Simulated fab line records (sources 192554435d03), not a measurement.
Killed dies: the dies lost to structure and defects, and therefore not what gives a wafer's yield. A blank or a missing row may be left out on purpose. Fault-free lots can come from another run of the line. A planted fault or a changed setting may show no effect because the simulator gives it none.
Split-lot trial | flow n5-finfet | on a route of 1938 steps: 7 lots, 21 wafers read

## SPLIT DETAILS
At N5_BEOL_M0_TRENCH_ETCH_107 (etches SiOC in C4F6/O2, target depth 32.8 nm, time 16.4 s), the setting target-depth-a was moved away from the recipe's 328 angstrom on 6 of the 21 wafers read, by -7.7% to +7.6%. All remaining wafers had this setting at the recipe value.

## FROM THE SPLIT ON TO THE READING: in between, the file shows 1 step
- N5_BEOL_M0_STRIP_142: strips in N2/H2, time 10 s

## THE READING
trench-depth-nm, in nm, at N5_BEOL_M0_OCD_MEAS_108. Fault-free wafers of this fab line usually give 32.6 nm, standard deviation 0.69 nm.

wafer  | tool, chamber at the split | target-depth-a as run, angstrom | against the recipe | trench-depth-nm, nm | against lot-mates on the recipe
L076.2 | rie-diel-03, 0             | 328                             | recipe             | 32.5                | -
L076.4 | rie-diel-03, 1             | 328                             | recipe             | 33.7                | -
L076.5 | rie-diel-03, 1             | 302.7                           | -7.7%              | 30.6                | -2.5
L078.1 | rie-diel-04, 2             | 328                             | recipe             | 32.0                | -
L078.3 | rie-diel-04, 1             | 328                             | recipe             | 32.8                | -
L078.4 | rie-diel-04, 3             | 328                             | recipe             | 33.1                | -
L083.1 | rie-diel-05, 2             | 328                             | recipe             | 32.4                | -
L083.5 | rie-diel-05, 0             | 328                             | recipe             | 31.9                | -
L083.6 | rie-diel-05, 2             | 328                             | recipe             | 32.3                | -
L090.4 | rie-diel-03, 2             | 352.9                           | +7.6%              | 33.7                | +2.4
L090.5 | rie-diel-03, 2             | 328                             | recipe             | 31.3                | -
L090.6 | rie-diel-03, 3             | 352.9                           | +7.6%              | 34.7                | +3.4
L093.1 | rie-diel-04, 1             | 305.6                           | -6.8%              | 31.1                | -2.4
L093.2 | rie-diel-04, 0             | 328                             | recipe             | 33.4                | -
L093.3 | rie-diel-04, 3             | 328                             | recipe             | 33.7                | -
L092.1 | rie-diel-03, 0             | 328                             | recipe             | 31.5                | -
L092.3 | rie-diel-03, 1,3           | 352.3                           | +7.4%              | 34.9                | +3.4
L092.6 | rie-diel-03, 1,3           | 352.3                           | +7.4%              | 34.6                | +3.1
L097.3 | rie-diel-05, 2             | 328                             | recipe             | 33.4                | -
L097.4 | rie-diel-05, 1             | 328                             | recipe             | 31.9                | -
L097.5 | rie-diel-05, 0             | 328                             | recipe             | 32.9                | -
Where a row lists several chambers, the file gives one row for several wafers and doesn't say which wafer went through which chamber.

THE FIT
A straight line over all 21 wafers: trench-depth-nm changes by +0.247 nm for each +1% of target-depth-a; r = +0.82; the points scatter about the line by 0.7 nm.
The same after taking each lot's own level away (the mean of its wafers on the recipe; 21 wafers): +0.384 nm for each +1%; r = +0.96; scatter 0.44 nm.
Per that fit: largest target-depth-a move, reading shift of 3 nm.
Across the lots, their own levels run from 31.30 to 33.55 nm, a range of 3.3 times the standard deviation given above.
So the slope is not independent of the lot-to-lot level: the two fits are not the same.
Check: -3.04 nm against its lot-mates is what the line predicts for one of the wafers moved furthest among these (-7.7%) when that wafer is left out of the fit. It came out at -2.5 nm against them.

## FURTHER SPLITS ON THESE WAFERS
Note: prior to the reading, these wafers also went through further splits. Each is held against what the fit with the lots' levels taken away leaves over:
other split on the same wafers   | wafers away from the commonest value | r with trench-depth-nm (lot level and that fit taken away)
N5_BEOL_M0_SAQP_ETCH_107 bias-w  | 9                                    | +0.24
N5_BEOL_M0_CUTY_DESCUM_61 time-s | 10                                   | +0.15

## THE WHOLE CHAIN: every reading that the file lists as answering this split, in the file's order
step                       | what it does                                              | reading                                                                   | change (the file's fit)               | r (the file's)
N5_BEOL_M0_TRENCH_ETCH_107 | etches SiOC in C4F6/O2, target depth 32.8 nm, time 16.4 s | BEOL_M0.feature-depth-nm (the simulator's own value, which no gauge read) | +0.341 nm for each +1% of the setting | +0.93
N5_BEOL_M0_OCD_MEAS_108    |                                                           | trench-depth-nm                                                           | +0.374 nm for each +1% of the setting | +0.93

## THE FILE'S OWN FIT
trench-depth-nm changes by +0.374 nm for each +1% of target-depth-a, r = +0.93.
